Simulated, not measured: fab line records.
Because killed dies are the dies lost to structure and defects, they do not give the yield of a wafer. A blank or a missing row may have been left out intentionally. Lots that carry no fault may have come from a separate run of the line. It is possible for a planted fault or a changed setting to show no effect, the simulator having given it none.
fab line records	flow n5_finfet
record: lots: 6	wafers: 16	last_day: 18
route steps=1938 shown PMOS_HMC_CHANNEL_EPI@66 BEOL_M4@1111 PASSIVATION@1936
lots untouched by any fault: they come from a run of this same line in which no faults occurred
start_h: hours from the record's first day to the start of the lot's first wafer shown	wait_h: how many hours have passed since the lot's step before this one	" same as the row above	L1.1+2: a single row standing in for several wafers	- value missing, or start not given	* or withheld: withheld	< > ~ a bound
route shown NAME@n: NAME is a module with steps in the file, n the number in the route of the first one	usual: mean/standard deviation of fault-free wafers	same: alike in all rows	chamber/n: place in a boat	sites: the reading at each site	_std_site: their standard deviation	_edge_site: mean of outer sites minus mean of inner sites	radius_mm: for every site, how far away it sits from the centre of the wafer	mask NAME#n: copy n	behind: the most recent tool/chamber to have shaped the wafer	hold: why the lot was held/for how many hours/how that ended	device: transistor that didn't switch, given as n, p or np	end of line: tests of these same wafers at the route's end	where a step has no rows: the recipe by itself	killed: count of dies lost to structure and defects at first sort (not the wafer's yield)	map: a wafer's dies, x killed, . not, _ none there
set.NAME: the setting as run; set.NAME@STEP: as run at that earlier step	model.NAME: the simulator's own value behind a step, which no gauge read
a table for each step, a row for each wafer; lots at some steps of the route
services: when a tool's chamber went out of use (start_h, in hours from the record's first day, below 0 if earlier), for how many hours, and the reason
== steps ==
step: N5_PMOS_HMC_CHANNEL_EPI_OVL_MEAS_10
recipe: points_per_wafer: 44
usual: PMOS_HMC_BLK_OVL: -0.5/0.84
lot.wafer	tool	chamber	start_h	wait_h	PMOS_HMC_BLK_OVL[nm]
L822.2	overlay-01	0	53.56	0.0	-1.4
L822.5	"	0	"	"	-1.6
L822.6	"	0	"	"	-0.3
L825.1	overlay-02	0	71.95	0.0	-1.3
L825.3	"	0	"	"	-0.4
L826.1	overlay-02	0	77.25	0.0	-0.7
L826.3	"	0	"	"	-0.1
L826.5	"	0	"	"	0.7
L827.3	overlay-01	0	83.39	0.0	-1.7
L827.4	"	0	"	"	-0.5
L827.5	"	0	"	"	-0.9
L836.1	overlay-02	0	137.38	0.0	0.3
L836.2	"	0	"	"	-0.3
L836.4	"	0	"	"	-0.4
L839.1	overlay-01	0	155.21	0.0	-1.0
L839.5	"	0	"	"	-0.5
step: N5_PMOS_HMC_CHANNEL_EPI_INSPECT_11
recipe: mode: adi	inspect_instrument: macro
usual: raw_defect_count: 1.9/1.4
lot.wafer	tool	chamber	start_h	wait_h	raw_defect_count
L822.2	defect_inspect-02	-	53.59	0.0	1
L822.5	"	-	"	"	2
L822.6	"	-	"	"	3
L825.1	defect_inspect-02	-	71.97	0.0	1
L825.3	"	-	"	"	1
L826.1	defect_inspect-01	-	77.28	0.0	3
L826.3	"	-	"	"	4
L826.5	"	-	"	"	2
L827.3	defect_inspect-02	-	83.42	0.0	2
L827.4	"	-	"	"	3
L827.5	"	-	"	"	1
L836.1	defect_inspect-01	-	137.40	0.0	2
L836.2	"	-	"	"	1
L836.4	"	-	"	"	1
L839.1	defect_inspect-01	-	155.23	0.0	3
L839.5	"	-	"	"	2
step: N5_PMOS_HMC_CHANNEL_EPI_DESCUM_14
recipe: chemistry: O2	time_s: 7.9	source_power_w: 50	bias_power_w: 20	pressure_mtorr: 20	rf_frequency_hz: 2.712e+07	temp_c: 40	resist: CAR-ArF-block	o2_flow_sccm: 225
step: N5_PMOS_HMC_CHANNEL_EPI_ETCH_32
recipe: chemistry: N2/H2	target: BARC	stop_on: SiO2	target_depth_a: 858	over_etch_frac: 0.3	time_s: 50.3	ion_energy_ev: 200	mask_material: CAR-ArF-block	pressure_mtorr: 30	source_w: 840	bias_w: 150	n2_flow_sccm: 200	h2_flow_sccm: 200
usual: drypump_motor_current_A: 6.0/0.37	oes_product_au: 0.65/0.062	rf_vpp_V: 524.2/2.2	showerhead_plenum_p_Torr: 2.54/0.068	throttle_valve_pct: 17.87/0.2
lot.wafer	tool	chamber	start_h	wait_h	drypump_motor_current_A	oes_product_au	rf_hours_counter_h	rf_vpp_V	showerhead_plenum_p_Torr	throttle_valve_pct
L822.2	rie_diel-01	1	53.99	0.0	6.1	0.59	249	524.2	2.50	18.13
L822.5	"	3	"	"	5.9	0.63	-	521.3	2.54	17.98
L822.6	"	2	"	"	6.1	0.65	-	528.4	2.65	17.95
L825.1	rie_diel-01	0	72.04	0.0	6.2	0.61	228	527.0	2.58	17.80
L825.3	"	2	"	"	6.0	0.64	129	527.5	2.64	17.97
L826.1	rie_diel-01	2	77.39	0.0	6.0	0.64	131	526.1	2.64	18.00
L826.3	"	0	"	"	6.2	0.61	230	526.8	2.58	17.81
L826.5	"	0	"	"	6.2	0.61	-	525.4	2.58	17.82
L827.3	rie_diel-01	1	83.49	0.0	6.1	0.87	0	523.3	2.50	17.79
L827.4	"	2	"	"	6.0	0.64	134	527.6	2.64	17.99
L827.5	"	2	"	"	6.0	0.64	-	527.3	2.64	17.98
L836.1	rie_diel-03	0	137.56	0.0	5.3	0.69	96	524.1	2.55	17.65
L836.2	"	3	"	"	6.4	0.61	195	526.4	2.62	17.93
L836.4	"	2	"	"	6.6	0.62	202	522.4	2.52	17.92
L839.1	rie_diel-01	1	155.30	0.0	6.1	0.79	22	524.1	2.49	17.82
L839.5	"	1	"	"	6.1	0.79	-	521.6	2.49	17.83
step: N5_PMOS_HMC_CHANNEL_EPI_HM_OPEN_15
recipe: chemistry: CHF3/O2	target: SiO2	mask_material: CAR-ArF-block	target_depth_a: 406	CHF3_flow_sccm: 50	O2_flow_sccm: 5	Ar_flow_sccm: 200	time_s: 20.3	pressure_mtorr: 30	source_w: 650	bias_w: 170	ion_energy_ev: 200
usual: drypump_motor_current_A: 6.0/0.37	oes_f_703_au: 0.76/0.079	oes_product_au: 0.76/0.075	rf_vpp_V: 526/16	showerhead_plenum_p_Torr: 2.41/0.067	throttle_valve_pct: 18.90/0.22
lot.wafer	tool	chamber	start_h	wait_h	drypump_motor_current_A	oes_f_703_au	oes_product_au	rf_hours_counter_h	rf_vpp_V	showerhead_plenum_p_Torr	throttle_valve_pct
L822.2	rie_diel-01	1	54.04	0.0	6.1	0.67	0.67	249	524	2.37	19.17
L822.5	"	3	"	"	5.9	0.72	0.73	-	525	2.41	18.91
L822.6	"	2	"	"	6.0	0.79	0.76	-	537	2.51	19.01
L825.1	rie_diel-01	0	72.09	0.0	6.2	0.69	0.71	228	518	2.48	19.06
L825.3	"	2	"	"	6.0	0.78	0.76	129	535	2.51	19.04
L826.1	rie_diel-01	2	77.43	0.0	6.0	0.77	0.75	131	535	2.51	19.03
L826.3	"	0	"	"	6.2	0.69	0.70	230	519	2.48	19.08
L826.5	"	0	"	"	6.2	0.69	0.70	-	518	2.48	19.08
L827.3	rie_diel-01	1	83.53	0.0	6.1	1.00	0.99	0	524	2.37	18.83
L827.4	"	2	"	"	6.0	0.77	0.74	134	536	2.51	19.04
L827.5	"	2	"	"	6.1	0.77	0.74	-	536	2.51	19.03
L836.1	rie_diel-03	0	137.60	0.0	5.2	0.81	0.81	96	534	2.42	18.72
L836.2	"	3	"	"	6.4	0.75	0.71	195	487	2.46	18.80
L836.4	"	2	"	"	6.6	0.75	0.74	202	537	2.36	18.72
L839.1	rie_diel-01	1	155.34	0.0	6.1	0.91	0.91	22	524	2.36	18.88
L839.5	"	1	"	"	6.1	0.92	0.92	-	523	2.36	18.86
step: N5_PMOS_HMC_CHANNEL_EPI_STRIP_33
recipe: chemistry: N2/H2	power_w: 500	temp_c: 40	pressure_mtorr: 50	rf_frequency_hz: 6e+07	overash_fraction: 0.3	bias_power_w: 8	h2_frac: 0.5	n2_flow_sccm: 300	h2_flow_sccm: 300
usual: drypump_motor_current_A: 6.0/0.37	oes_product_au: 0.76/0.077	rf_vpp_V: 54.1/1.5	showerhead_plenum_p_Torr: 3.36/0.087	temp_c: 40.00/0.11	throttle_valve_pct: 18.9/0.35
lot.wafer	tool	chamber	start_h	wait_h	drypump_motor_current_A	oes_product_au	rf_hours_counter_h	rf_vpp_V	showerhead_plenum_p_Torr	temp_c	throttle_valve_pct
L822.2	rie_diel-01	1	54.09	0.0	6.0	0.67	249	54.1	3.30	40.07	19.1
L822.5	"	3	"	"	5.9	0.74	-	53.1	3.35	39.88	19.4
L822.6	"	2	"	"	6.1	0.76	-	55.0	3.49	39.81	19.1
L825.1	rie_diel-01	0	72.14	0.0	6.2	0.72	228	54.4	3.41	39.90	18.7
L825.3	"	2	"	"	6.0	0.75	129	56.9	3.49	39.99	19.2
L826.1	rie_diel-01	2	77.49	0.0	6.0	0.74	131	53.8	3.49	40.10	19.1
L826.3	"	0	"	"	6.2	0.71	230	51.6	3.41	39.98	18.7
L826.5	"	0	"	"	6.2	0.70	-	54.3	3.41	39.89	18.7
L827.3	rie_diel-01	1	83.58	0.0	6.0	1.02	0	54.4	3.30	39.93	18.7
L827.4	"	2	"	"	6.1	0.74	134	53.9	3.49	40.01	19.1
L827.5	"	2	"	"	6.1	0.74	-	51.2	3.49	39.86	19.2
L836.1	rie_diel-03	0	137.66	0.0	5.3	0.81	96	54.7	3.37	40.07	18.6
L836.2	"	3	"	"	6.4	0.72	195	55.0	3.46	40.33	19.0
L836.4	"	2	"	"	6.6	0.72	202	53.3	3.32	40.01	19.1
L839.1	rie_diel-01	1	155.40	0.0	6.1	0.94	22	53.4	3.29	40.10	18.7
L839.5	"	1	"	"	6.1	0.91	-	54.6	3.29	40.12	18.7
step: N5_PMOS_HMC_CHANNEL_EPI_STRIP_17
recipe: chemistry: SPM	time_s: 750	temp_c: 130	h2so4_h2o2_vol_ratio: 4	dry: ipa_marangoni
step: N5_PMOS_HMC_CHANNEL_EPI_ETCH_38
recipe: chemistry: CF4	target: SiO2	target_depth_a: 15	ion_energy_ev: 350	pressure_mtorr: 10	icp_w: 800	bias_w: 400	cf4_flow_sccm: 80
step: N5_PMOS_HMC_CHANNEL_EPI_FIN_RECESS_16
recipe: chemistry: HBr/Cl2	target: Si	mask_material: SiO2	target_depth_a: 540	time_s: 18	pressure_mtorr: 10	icp_w: 800	bias_w: 75	HBr_flow_sccm: 150	Cl2_flow_sccm: 80
usual: drypump_motor_current_A: 5.7/0.36	oes_product_au: 1.001/0.025	throttle_valve_pct: 35.57/0.24
lot.wafer	tool	chamber	start_h	wait_h	drypump_motor_current_A	oes_product_au	rf_hours_counter_h	throttle_valve_pct
L822.2	rie_si-02	2	54.42	0.0	5.5	0.971	152	35.54
L822.5	"	2	"	"	5.6	0.973	-	35.53
L822.6	"	1	"	"	6.0	0.954	-	35.96
L825.1	rie_si-02	2	72.47	0.0	5.6	0.971	152	35.53
L825.3	"	1	"	"	6.0	0.967	8	35.93
L826.1	rie_si-02	3	77.81	0.0	5.9	1.009	152	35.48
L826.3	"	1	"	"	6.0	0.954	8	35.95
L826.5	"	1	"	"	6.0	0.960	-	35.93
L827.3	rie_si-02	2	83.91	0.0	5.5	0.983	152	35.51
L827.4	"	3	"	"	5.9	1.015	152	35.47
L827.5	"	0	"	"	5.9	1.000	-	35.59
L836.1	rie_si-02	0	137.98	0.0	5.9	1.006	148	35.60
L836.2	"	3	"	"	5.9	1.013	153	35.48
L836.4	"	1	"	"	6.1	0.953	9	35.94
L839.1	rie_si-04	1	155.72	0.0	5.7	1.008	182	35.43
L839.5	"	3	"	"	5.4	1.014	-	36.02
step: N5_PMOS_HMC_CHANNEL_EPI_PRECLEAN_36
recipe: chemistry: O3/DIW	time_s: 45	temp_c: 22	o3_ppm: 10
step: N5_PMOS_HMC_CHANNEL_EPI_PRECLEAN_18
recipe: chemistry: DHF	time_s: 30	temp_c: 25	dilution: withheld
step: N5_PMOS_HMC_CHANNEL_EPI_SRD_19
recipe: dry: ipa_marangoni	do_ppb: 5	time_s: 30	temp_c: 23	rinse_liquid: diw
step: N5_PMOS_HMC_CHANNEL_EPI_EPI_20
recipe: material: SiGe30	mask_material: SiO2	pressure_torr: 20	target_thk_a: 590	temp_c: 600
usual: chamber_pressure_Torr: 20.01/0.044	lamp_inner_pct: 12.53/0.11
lot.wafer	tool	chamber	start_h	wait_h	chamber_pressure_Torr	lamp_inner_pct
L822.2	epi_rpcvd-02	0	54.79	0.2	20.00	12.61
L822.5	"	0	"	"	19.97	12.44
L822.6	"	0	"	"	20.04	12.70
L825.1	epi_rpcvd-01	0	72.64	0.0	20.04	12.70
L825.3	"	0	"	"	19.95	12.69
L826.1	epi_rpcvd-02	-	77.98	0.0	-	-
L826.3	"	-	"	"	-	-
L826.5	"	-	"	"	-	-
L827.3	epi_rpcvd-02	-	84.48	0.4	-	-
L827.4	"	-	"	"	-	-
L827.5	"	-	"	"	-	-
L836.1	epi_rpcvd-04	0	138.15	0.0	19.99	12.46
L836.2	"	0	"	"	20.02	12.34
L836.4	"	0	"	"	20.01	12.55
L839.1	epi_rpcvd-04	0	155.89	0.0	20.00	12.33
L839.5	"	0	156.96	1.1	20.02	12.38
step: N5_PMOS_HMC_CHANNEL_EPI_HM_STRIP_35
recipe: chemistry: dHF	temp_c: 25	material: SiO2	target: SiO2	target_depth_a: 396	time_s: 216
step: N5_PMOS_HMC_CHANNEL_EPI_SRD_39
recipe: dry: ipa_marangoni	time_s: 30	temp_c: 23	rinse_liquid: diw
step: N5_PMOS_HMC_CHANNEL_EPI_CMP_21
recipe: material: SiGe30	post_cmp_clean: alkaline_brush	target_thk_nm: 54
usual: motor_current_A: 12.0/1.5
lot.wafer	tool	chamber	start_h	wait_h	motor_current_A
L822.2	cmp-01	2	55.93	0.0	11.8
L822.5	"	2	"	"	12.7
L822.6	"	3	"	"	9.6
L825.1	cmp-01	1	74.37	0.0	13.8
L825.3	"	0	"	"	10.5
L826.1	cmp-03	1	79.45	0.2	11.3
L826.3	"	2	"	"	14.2
L826.5	"	2	"	"	14.5
L827.3	cmp-01	2	85.41	0.0	11.6
L827.4	"	3	"	"	9.5
L827.5	"	3	"	"	9.7
L836.4	cmp-01	0	139.89	0.0	10.8
L836.2	"	1	"	"	15.3
L836.1	"	2	"	"	12.0
L839.1	cmp-02	0	157.74	0.1	11.0
L839.5	"	2	"	"	11.8
step: N5_PMOS_HMC_CHANNEL_EPI_PRECLEAN_40
recipe: chemistry: DHF	time_s: 30	temp_c: 25	dilution: withheld
step: N5_BEOL_M4_RC_MEAS_101
usual: DIBL_N: 36.1/2	DIBL_P: 36.3/2.5	IOFF_N: 0.16/0.037	IOFF_P: 0.21/0.039	ION_N: 678/15	ION_P: 465/8.7	SS_N: 71.4/0.7	SS_P: 73.3/0.74	VT_N: 249/3.6	VT_P: -250.0/2.9
lot.wafer	tool	chamber	start_h	wait_h	DIBL_N[mV/V]	DIBL_P[mV/V]	IOFF_N[nA/um]	IOFF_P[nA/um]	ION_N[uA/um]	ION_P[uA/um]	SS_N[mV/dec]	SS_P[mV/dec]	VT_N[mV]	VT_P[mV]
L822.2	prober-01	0	198.62	0.3	35.9	36.7	0.17	0.19	696	466	71.3	73.4	249	-250.6
L822.5	"	0	"	"	33.3	33.6	0.12	0.16	678	460	70.2	72.2	251	-255.6
L822.6	"	0	"	"	34.7	36.6	0.15	0.21	692	477	71.9	73.4	248	-249.1
L825.1	prober-01	0	233.68	0.0	34.4	34.5	0.13	0.19	663	462	71.1	72.9	252	-249.8
L825.3	"	0	"	"	39.3	39.2	0.22	0.28	669	464	72.4	73.9	249	-246.1
L839.1	prober-02	0	313.10	0.0	34.4	35.3	0.13	0.20	663	456	70.3	73.5	250	-248.7
L839.5	"	0	"	"	32.6	32.2	0.11	0.16	674	474	70.5	72.4	252	-252.8
L836.1	prober-02	0	318.63	0.0	37.6	38.3	0.21	0.28	701	476	71.8	74.5	244	-245.1
L836.2	"	0	"	"	37.0	35.8	0.17	0.23	676	458	71.6	73.8	248	-251.4
L836.4	"	0	"	"	37.3	36.7	0.19	0.25	683	461	71.7	73.7	244	-249.8
step: N5_PASSIVATION_PROBE_49
usual: defect_limited_yield: 91.1/1.3	killed_at_M0_to_M3: 32/9.7	killed_at_M4_up: 16/6	killed_at_contacts: 12/5.9	killed_at_front_end: 41/11	killed_at_other: 4/3.1	killed_dies: 104/16	killed_on_rim: 14/4	killed_open: 68/12	killed_short: 34/7.4	sort_bin_5_function: 5.1/0.85	sort_bin_6_memory: 3.3/0.66	sort_n_pass: 1075/16	sort_yield_pct: 91.1/1.4
same: gross_dies: 1180	killed_at_back_side: 0	sort_bin_4_leakage[%]: 0	sort_bin_8_speed[%]: 0
lot.wafer	tool	chamber	start_h	wait_h	defect_limited_yield[%]	killed_at_M0_to_M3	killed_at_M4_up	killed_at_contacts	killed_at_front_end	killed_at_other	killed_dies	killed_on_rim	killed_open	killed_short	sort_bin_5_function[%]	sort_bin_6_memory[%]	sort_n_pass	sort_yield_pct[%]
L822.2	prober-02	-	319.61	0.2	90.8	27	13	14	53	1	108	11	60	42	4.7	3.7	1072	90.8
L822.5	prober-02	-	319.76	0.4	92.1	44	11	13	22	3	93	11	64	28	5.3	2.5	1087	92.1
L822.6	prober-02	-	319.81	0.4	91.4	38	7	7	46	3	101	20	62	30	4.6	3.0	1079	91.4
L825.1	prober-02	-	343.25	0.0	92.3	38	14	15	22	2	91	13	71	20	4.5	3.1	1089	92.3
L825.3	prober-02	-	343.35	0.1	88.8	51	15	18	45	3	132	11	88	44	5.8	5.1	1048	88.8
L826.1	prober-02	-	346.92	0.0	0	6	4	1	1166	3	1180	152	16	3	73.7	3.5	0	0
L826.3	prober-02	-	347.02	0.1	0	4	1	2	1173	0	1180	152	8	4	71.5	3.0	0	0
L826.5	prober-02	-	347.12	0.2	0	8	1	0	1171	0	1180	152	11	7	72.9	2.5	0	0
L827.3	prober-02	-	366.05	0.1	0	5	4	4	1166	1	1180	152	16	10	72.9	2.8	0	0
L827.4	prober-02	-	366.10	0.2	0	4	2	1	1173	0	1180	152	18	5	73.2	2.8	0	0
L827.5	prober-02	-	366.15	0.2	0	4	6	3	1166	1	1180	152	16	5	73.0	3.8	0	0
L836.2	prober-02	-	425.68	0.1	91.9	23	7	17	45	4	96	12	64	32	4.8	3.0	1084	91.9
L839.1	prober-02	-	442.73	0.6	90.4	28	9	21	54	1	113	11	66	46	5.3	3.7	1067	90.4
L839.5	prober-02	-	442.93	0.8	90.5	30	11	17	52	2	112	15	80	32	5.8	3.2	1068	90.5
killed by level:class
L822.2 FIN_SAQP:geometric_particle:short=16 FIN_SAQP:geometric_particle:open=12 MOL_CONTACT_COAG:geometric_particle:open=8 BEOL_M4:geometric_particle:open=8 MOL_CONTACT_COAG:geometric_particle:short=5 BEOL_M1:geometric_particle:open=5 HKMG_FIN:area_etch=5 STARTING-WAFER:geometric_particle:open=4
L822.5 BEOL_M0_SAQP:geometric_particle:open=11 FIN_SAQP:geometric_particle:short=9 MOL_CONTACT_COAG:geometric_particle:open=9 BEOL_M0_SAQP:geometric_particle:short=7 BEOL_M1:geometric_particle:open=7 BEOL_M3:geometric_particle:open=7 FIN_SAQP:geometric_particle:open=5 BEOL_M4:geometric_particle:open=5
L822.6 BEOL_M0_SAQP:geometric_particle:short=10 HKMG_FIN:area_etch=9 BEOL_M0_SAQP:geometric_particle:open=8 BEOL_M1:geometric_particle:open=8 FIN_SAQP:geometric_particle:open=7 STI_FIN_REVEAL:geometric_particle:open=6 MOL_CONTACT_COAG:geometric_particle:open=6 FIN_SAQP:geometric_particle:short=5
L825.1 MOL_CONTACT_COAG:geometric_particle:open=14 BEOL_M2:geometric_particle:open=11 BEOL_M0_SAQP:geometric_particle:short=7 BEOL_M3:geometric_particle:open=7 BEOL_M4:geometric_particle:open=6 BEOL_M0_SAQP:geometric_particle:open=5 FIN_SAQP:geometric_particle:open=4 GATE_CUT:geometric_particle:open=4
L825.3 MOL_CONTACT_COAG:geometric_particle:open=14 BEOL_M2:geometric_particle:open=13 BEOL_M0_SAQP:geometric_particle:short=9 DUMMY_GATE:geometric_particle:open=9 BEOL_M0_SAQP:geometric_particle:open=9 BEOL_M3:geometric_particle:open=8 STI_FIN_REVEAL:geometric_particle:open=7 BEOL_M4:geometric_particle:open=5
L826.1 FIN_SAQP:lost_pattern=1154 PMOS_HMC_CHANNEL_EPI:area_epi=5 STI_FIN_REVEAL:geometric_particle:open=2 BEOL_M0_SAQP:geometric_particle:open=2 BEOL_M4:geometric_particle:open=2 MIM_BOT:geometric_particle:open=2 STARTING-WAFER:geometric_particle:open=2 FIN_SAQP:geometric_particle:open=1
L826.3 FIN_SAQP:lost_pattern=1162 PMOS_HMC_CHANNEL_EPI:area_epi=6 FIN_SAQP:geometric_particle:open=2 MOL_CONTACT_COAG:geometric_particle:open=2 FIN_SAQP:geometric_particle:short=1 BEOL_M3:geometric_particle:open=1 STI_FIN_REVEAL:geometric_particle:open=1 STI_FIN_REVEAL:geometric_particle:short=1
L826.5 FIN_SAQP:lost_pattern=1158 BEOL_M0_SAQP:geometric_particle:open=4 PMOS_HMC_CHANNEL_EPI:area_epi=4 STARTING-WAFER:geometric_particle:short=2 FIN_SAQP:geometric_particle:short=1 FIN_SAQP:geometric_particle:open=1 STI_FIN_REVEAL:geometric_particle:open=1 DUMMY_GATE:geometric_particle:open=1
L827.3 FIN_SAQP:lost_pattern=1148 PMOS_HMC_CHANNEL_EPI:area_epi=5 BEOL_M0_SAQP:geometric_particle:open=3 STI_FIN_REVEAL:geometric_particle:open=3 FIN_SAQP:geometric_particle:short=2 FIN_SAQP:geometric_particle:open=2 DUMMY_GATE:geometric_particle:open=2 SPACER0:geometric_particle:short=2
L827.4 FIN_SAQP:lost_pattern=1148 PMOS_HMC_CHANNEL_EPI:area_epi=9 STI_FIN_REVEAL:geometric_particle:open=7 DUMMY_GATE:geometric_particle:open=3 STARTING-WAFER:geometric_particle:open=2 FIN_SAQP:geometric_particle:open=1 FIN_SAQP:geometric_particle:short=1 DUMMY_GATE:geometric_particle:short=1
L827.5 FIN_SAQP:lost_pattern=1151 PMOS_HMC_CHANNEL_EPI:area_epi=8 DUMMY_GATE:geometric_particle:open=5 BEOL_M7:geometric_particle:open=3 MOL_CONTACT_COAG:geometric_particle:open=2 BEOL_M1:geometric_particle:open=2 FIN_SAQP:geometric_particle:open=1 STI_FIN_REVEAL:geometric_particle:short=1
L836.2 MOL_CONTACT_COAG:geometric_particle:open=14 FIN_SAQP:geometric_particle:open=8 DUMMY_GATE:geometric_particle:open=7 GATE_CUT:geometric_particle:open=5 BEOL_M2:geometric_particle:open=5 BEOL_M3:geometric_particle:open=5 FIN_SAQP:geometric_particle:short=4 DUMMY_GATE:geometric_particle:short=4
L839.1 FIN_SAQP:geometric_particle:open=22 MOL_CONTACT_COAG:geometric_particle:open=15 FIN_SAQP:geometric_particle:short=14 BEOL_M0_SAQP:geometric_particle:short=8 BEOL_M1:geometric_particle:short=8 MOL_CONTACT_COAG:geometric_particle:short=6 STI_FIN_REVEAL:geometric_particle:open=5 BEOL_M1:geometric_particle:open=5
L839.5 FIN_SAQP:geometric_particle:open=18 MOL_CONTACT_COAG:geometric_particle:open=15 BEOL_M0_SAQP:geometric_particle:open=9 BEOL_M0_SAQP:geometric_particle:short=9 STI_FIN_REVEAL:geometric_particle:open=7 DUMMY_GATE:geometric_particle:open=6 FIN_SAQP:geometric_particle:short=5 STARTING-WAFER:geometric_particle:open=5
map L826.1 (x killed, . not)
_________________xxxxxxxxxxxx________________
______________xxxxxxxxxxxxxxxxxx_____________
___________xxxxxxxxxxxxxxxxxxxxxxxx__________
__________xxxxxxxxxxxxxxxxxxxxxxxxxx_________
________xxxxxxxxxxxxxxxxxxxxxxxxxxxxxx_______
_______xxxxxxxxxxxxxxxxxxxxxxxxxxxxxxxx______
______xxxxxxxxxxxxxxxxxxxxxxxxxxxxxxxxxx_____
_____xxxxxxxxxxxxxxxxxxxxxxxxxxxxxxxxxxxx____
____xxxxxxxxxxxxxxxxxxxxxxxxxxxxxxxxxxxxxx___
___xxxxxxxxxxxxxxxxxxxxxxxxxxxxxxxxxxxxxxxx__
___xxxxxxxxxxxxxxxxxxxxxxxxxxxxxxxxxxxxxxxx__
__xxxxxxxxxxxxxxxxxxxxxxxxxxxxxxxxxxxxxxxxxx_
__xxxxxxxxxxxxxxxxxxxxxxxxxxxxxxxxxxxxxxxxxx_
_xxxxxxxxxxxxxxxxxxxxxxxxxxxxxxxxxxxxxxxxxxxx
_xxxxxxxxxxxxxxxxxxxxxxxxxxxxxxxxxxxxxxxxxxxx
_xxxxxxxxxxxxxxxxxxxxxxxxxxxxxxxxxxxxxxxxxxxx
_xxxxxxxxxxxxxxxxxxxxxxxxxxxxxxxxxxxxxxxxxxxx
_xxxxxxxxxxxxxxxxxxxxxxxxxxxxxxxxxxxxxxxxxxxx
_xxxxxxxxxxxxxxxxxxxxxxxxxxxxxxxxxxxxxxxxxxxx
_xxxxxxxxxxxxxxxxxxxxxxxxxxxxxxxxxxxxxxxxxxxx
_xxxxxxxxxxxxxxxxxxxxxxxxxxxxxxxxxxxxxxxxxxxx
__xxxxxxxxxxxxxxxxxxxxxxxxxxxxxxxxxxxxxxxxxx_
__xxxxxxxxxxxxxxxxxxxxxxxxxxxxxxxxxxxxxxxxxx_
___xxxxxxxxxxxxxxxxxxxxxxxxxxxxxxxxxxxxxxxx__
___xxxxxxxxxxxxxxxxxxxxxxxxxxxxxxxxxxxxxxxx__
____xxxxxxxxxxxxxxxxxxxxxxxxxxxxxxxxxxxxxx___
_____xxxxxxxxxxxxxxxxxxxxxxxxxxxxxxxxxxxx____
______xxxxxxxxxxxxxxxxxxxxxxxxxxxxxxxxxx_____
_______xxxxxxxxxxxxxxxxxxxxxxxxxxxxxxxx______
________xxxxxxxxxxxxxxxxxxxxxxxxxxxxxx_______
__________xxxxxxxxxxxxxxxxxxxxxxxxxx_________
___________xxxxxxxxxxxxxxxxxxxxxxxx__________
______________xxxxxxxxxxxxxxxxxx_____________
_________________xxxxxxxxxxxx________________
map L827.3 (x killed, . not)
_________________xxxxxxxxxxxx________________
______________xxxxxxxxxxxxxxxxxx_____________
___________xxxxxxxxxxxxxxxxxxxxxxxx__________
__________xxxxxxxxxxxxxxxxxxxxxxxxxx_________
________xxxxxxxxxxxxxxxxxxxxxxxxxxxxxx_______
_______xxxxxxxxxxxxxxxxxxxxxxxxxxxxxxxx______
______xxxxxxxxxxxxxxxxxxxxxxxxxxxxxxxxxx_____
_____xxxxxxxxxxxxxxxxxxxxxxxxxxxxxxxxxxxx____
____xxxxxxxxxxxxxxxxxxxxxxxxxxxxxxxxxxxxxx___
___xxxxxxxxxxxxxxxxxxxxxxxxxxxxxxxxxxxxxxxx__
___xxxxxxxxxxxxxxxxxxxxxxxxxxxxxxxxxxxxxxxx__
__xxxxxxxxxxxxxxxxxxxxxxxxxxxxxxxxxxxxxxxxxx_
__xxxxxxxxxxxxxxxxxxxxxxxxxxxxxxxxxxxxxxxxxx_
_xxxxxxxxxxxxxxxxxxxxxxxxxxxxxxxxxxxxxxxxxxxx
_xxxxxxxxxxxxxxxxxxxxxxxxxxxxxxxxxxxxxxxxxxxx
_xxxxxxxxxxxxxxxxxxxxxxxxxxxxxxxxxxxxxxxxxxxx
_xxxxxxxxxxxxxxxxxxxxxxxxxxxxxxxxxxxxxxxxxxxx
_xxxxxxxxxxxxxxxxxxxxxxxxxxxxxxxxxxxxxxxxxxxx
_xxxxxxxxxxxxxxxxxxxxxxxxxxxxxxxxxxxxxxxxxxxx
_xxxxxxxxxxxxxxxxxxxxxxxxxxxxxxxxxxxxxxxxxxxx
_xxxxxxxxxxxxxxxxxxxxxxxxxxxxxxxxxxxxxxxxxxxx
__xxxxxxxxxxxxxxxxxxxxxxxxxxxxxxxxxxxxxxxxxx_
__xxxxxxxxxxxxxxxxxxxxxxxxxxxxxxxxxxxxxxxxxx_
___xxxxxxxxxxxxxxxxxxxxxxxxxxxxxxxxxxxxxxxx__
___xxxxxxxxxxxxxxxxxxxxxxxxxxxxxxxxxxxxxxxx__
____xxxxxxxxxxxxxxxxxxxxxxxxxxxxxxxxxxxxxx___
_____xxxxxxxxxxxxxxxxxxxxxxxxxxxxxxxxxxxx____
______xxxxxxxxxxxxxxxxxxxxxxxxxxxxxxxxxx_____
_______xxxxxxxxxxxxxxxxxxxxxxxxxxxxxxxx______
________xxxxxxxxxxxxxxxxxxxxxxxxxxxxxx_______
__________xxxxxxxxxxxxxxxxxxxxxxxxxx_________
___________xxxxxxxxxxxxxxxxxxxxxxxx__________
______________xxxxxxxxxxxxxxxxxx_____________
_________________xxxxxxxxxxxx________________
== services ==
tool	chamber	start_h	hours	kind
cmp-01	-	36.79	7.5	pm
epi_rpcvd-04	-	38.89	1.6	repair
cmp-01	-	47.67	1.3	repair
cmp-01	-	50.60	1.9	repair
cmp-02	-	54.98	4.0	pm
rie_diel-01	1	55.31	-	clean
rie_diel-01	1	55.31	-	consumable_replace:focus_ring
rie_diel-01	1	55.31	27.1	scheduled_down
rie_diel-01	1	55.31	27.1	vent_cycle
epi_rpcvd-04	-	75.35	6.0	pm
rie_si-02	0	114.51	2.6	repair
cmp-03	-	119.44	0.9	repair
epi_rpcvd-02	-	123.87	4.3	pm
epi_rpcvd-02	-	132.39	8.7	repair
rie_diel-03	1	142.19	-	clean
rie_diel-03	1	142.19	-	consumable_replace:focus_ring
rie_diel-01	0	143.73	-	clean
rie_diel-01	0	143.73	-	consumable_replace:focus_ring
rie_diel-01	0	143.73	12.9	scheduled_down
rie_diel-01	0	143.73	12.9	vent_cycle
cmp-01	-	147.27	0.3	repair
cmp-01	-	151.92	1.6	repair
cmp-02	-	155.54	2.0	repair
rie_si-04	2	156.14	6.2	repair
== key ==
first_sign: step: N5_PMOS_HMC_CHANNEL_EPI_EPI_20	reading: tool_record	direction: missing
effect: step: N5_PASSIVATION_PROBE_49	reading: killed_at_front_end	direction: up	sigmas: 99+	usual: 41	struck: 1169
met_at N5_PMOS_HMC_CHANNEL_EPI_EPI_20
struck_wafers L826.1,L826.3,L826.5,L827.3,L827.4,L827.5
later_rows_left_out L826.1,L826.3,L826.5,L827.3,L827.4,L827.5
onset_between 54.79 77.98
fault: kind: skipped_step_whole	tool: epi_rpcvd-02	chamber: -	onset_h: 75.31	steps: N5_PMOS_HMC_CHANNEL_EPI_EPI_20	scope: struck_lots_only
later_rows_left_out: the simulator's readings of these wafers behind a module that went badly wrong aren't trusted and aren't shown, but for the sort
